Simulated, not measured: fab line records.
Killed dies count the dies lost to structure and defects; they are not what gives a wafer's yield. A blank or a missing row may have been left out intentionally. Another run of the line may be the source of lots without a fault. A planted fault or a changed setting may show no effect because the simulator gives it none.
Chamber matching | flow nandHarc | NHARC_A_BLC_CMP_25 on cmp-03 has 4 sister chambers
The step polishes, t overpolish 30 s, target thk 150 nm. 4 wafers are shown with their chamber, then 7 later ones without.

== WAFERS, EACH WITH ITS CHAMBER ==
wafer  | chamber | motorCurrentA (A)
L080.6 | 2       | 11.6
L087.5 | 0       | 11.0
L094.1 | 1       | 11.1
L094.4 | 3       | 12.3

== WAFERS MISSING THEIR CHAMBER ==
wafer  | motorCurrentA (A)
L094.5 | 11.2
L095.1 | 11.7
L095.4 | 11.5
L095.5 | 10.8
L096.2 | 10.9
L096.3 | 11.3
L096.6 | 10.8

== CHAMBER TAKEN BY EACH ==
wafer  | from the rows above          | in truth
L094.5 | can't be placed: 1 or 0 or 2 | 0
L095.1 | 2                            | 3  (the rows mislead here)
L095.4 | can't be placed: 2 or 1      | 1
L095.5 | can't be placed: 0 or 1      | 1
L096.2 | can't be placed: 0 or 1      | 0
L096.3 | can't be placed: 1 or 2 or 0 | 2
L096.6 | can't be placed: 0 or 1      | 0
Correctly placed: 0 of 7. Unplaceable from these rows: 6, with the true chamber sitting among the candidates in 6. Wrongly placed: 1.
How it was worked out, from the rows above alone: a wafer's distance from a chamber is the root of the sum, over the readings, of the square of ((its reading less the chamber's mean) divided by the reading's scatter). The wafer belongs to the nearest chamber; if the next one is less than 2 further off, it can't be placed. The mean given for a chamber averages the wafers shown for that chamber. The scatter: root of mean squared gap, hidden wafer to nearest shown wafer, with one shown wafer a chamber.
